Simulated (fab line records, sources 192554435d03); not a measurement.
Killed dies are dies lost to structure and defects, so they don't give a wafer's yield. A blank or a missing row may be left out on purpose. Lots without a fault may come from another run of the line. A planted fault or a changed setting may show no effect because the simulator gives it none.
Split-lot experiment | flow n5_finfet | 7 lots, 39 wafers read, on a route of 1938 steps

THE SPLIT
At N5_DUMMY_GATE_ETCH_32 (etches SiO2 in CF4, target depth 3.5 nm, time 3.9 s), the setting time_s was moved away from the recipe's 3.9 s on 18 of the 39 wafers read, by -21.1% to +23.2%. The other wafers ran this setting at the recipe's value.

The reading is taken at the split's own step.

THE READING
etch.depth_nm (the simulator's own value, which no gauge read), in nm, at N5_DUMMY_GATE_ETCH_32 (etches SiO2 in CF4, target depth 3.5 nm, time 3.9 s). The file gives no usual value for it. The 21 wafers here that ran the recipe average 3.528 nm, standard deviation 0.11 nm.

wafer  | tool, chamber at the split | time_s as run, s | against the recipe | etch.depth_nm, nm | against lot-mates on the recipe
L074.1 | rie_si-06, 0               | 3.9              | recipe             | 3.427             | -
L074.2 | rie_si-06, 2               | 4.75             | +21.8%             | 4.233             | +0.775
L074.3 | rie_si-06, 1               | 3.9              | recipe             | 3.404             | -
L074.4 | rie_si-06, 3               | 3.9              | recipe             | 3.543             | -
L074.5 | rie_si-06, 2               | 4.75             | +21.8%             | 4.23              | +0.772
L074.6 | rie_si-06, 1               | 4.75             | +21.8%             | 4.123             | +0.665
L076.1 | rie_si-04, 1               | 3.9              | recipe             | 3.323             | -
L076.2 | rie_si-04, 3               | 3.254            | -16.6%             | 2.941             | -0.592
L076.3 | rie_si-04, 2               | 3.9              | recipe             | 3.577             | -
L076.4 | rie_si-04, 0               | 3.9              | recipe             | 3.7               | -
L076.5 | rie_si-04, 3               | 3.254            | -16.6%             | 2.944             | -0.589
L076.6 | rie_si-04, 2               | 3.254            | -16.6%             | 2.973             | -0.560
L079.1 | rie_si-04, 3               | 3.9              | recipe             | 3.548             | -
L079.4 | rie_si-04, 2               | 3.9              | recipe             | 3.537             | -
L079.5 | rie_si-04, 3               | 3.9              | recipe             | 3.582             | -
L083.1 | rie_si-04, 0               | 3.9              | recipe             | 3.699             | -
L083.2 | rie_si-04, 2               | 3.154            | -19.1%             | 2.87              | -0.651
L083.3 | rie_si-04, 1               | 3.9              | recipe             | 3.321             | -
L083.4 | rie_si-04, 3               | 3.9              | recipe             | 3.544             | -
L083.5 | rie_si-04, 2               | 3.154            | -19.1%             | 2.861             | -0.660
L083.6 | rie_si-04, 3               | 3.154            | -19.1%             | 2.895             | -0.626
L086.1 | rie_si-04, 0               | 3.9              | recipe             | 3.663             | -
L086.2 | rie_si-04, 3               | 3.9              | recipe             | 3.531             | -
L086.3 | rie_si-04, 1               | 4.806            | +23.2%             | 4.054             | +0.488
L086.4 | rie_si-04, 2               | 3.9              | recipe             | 3.505             | -
L086.5 | rie_si-04, 0               | 4.806            | +23.2%             | 4.502             | +0.936
L086.6 | rie_si-04, 1               | 4.806            | +23.2%             | 4.064             | +0.498
L090.1 | rie_si-04, 3               | 3.604            | -7.6%              | 3.264             | -0.319
L090.2 | rie_si-04, 2               | 3.604            | -7.6%              | 3.24              | -0.343
L090.3 | rie_si-04, 1               | 3.604            | -7.6%              | 3.052             | -0.531
L090.4 | rie_si-04, 0               | 3.9              | recipe             | 3.7               | -
L090.5 | rie_si-04, 2               | 3.9              | recipe             | 3.501             | -
L090.6 | rie_si-04, 3               | 3.9              | recipe             | 3.549             | -
L091.1 | rie_si-06, 2               | 3.078            | -21.1%             | 2.726             | -0.752
L091.2 | rie_si-06, 1               | 3.078            | -21.1%             | 2.692             | -0.786
L091.3 | rie_si-06, 0               | 3.078            | -21.1%             | 2.751             | -0.727
L091.4 | rie_si-06, 3               | 3.9              | recipe             | 3.559             | -
L091.5 | rie_si-06, 0               | 3.9              | recipe             | 3.462             | -
L091.6 | rie_si-06, 1               | 3.9              | recipe             | 3.412             | -

THE FIT
A straight line over all 39 wafers: etch.depth_nm changes by +0.0331 nm for each +1% of time_s; r = +0.97; the points scatter about the line by 0.11 nm.
The same after taking each lot's own level away (the mean of its wafers on the recipe; 39 wafers): +0.0331 nm for each +1%; r = +0.97; scatter 0.11 nm.
On that fit, the largest move of time_s shifts the reading by 0.77 nm.
The lots' own levels span 3.4580 to 3.5833 nm, that is 1.2 times the standard deviation above.
So the lot-to-lot level changes the slope little: the two slopes agree.
Check: with one of the wafers moved furthest among these (+23.2%) left out of the fit, the line predicts +0.775 nm for it against its lot-mates. It came out at +0.488 nm against them.

OTHER SPLITS ON THESE WAFERS
These wafers also went through other splits before the reading. Each is held against what the fit with the lots' levels taken away leaves over:
other split on the same wafers       | wafers away from the commonest value | r with etch.depth_nm (lot level and that fit taken away)
N5_FIN_SAQP_SPACER1_ALD_24 temp_c    | 18                                   | -0.35
N5_DUMMY_GATE_ETCH_31 target_depth_a | 12                                   | +0.37

THE FILE'S OWN FIT
etch.depth_nm changes by +0.0333 nm for each +1% of time_s, r = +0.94.
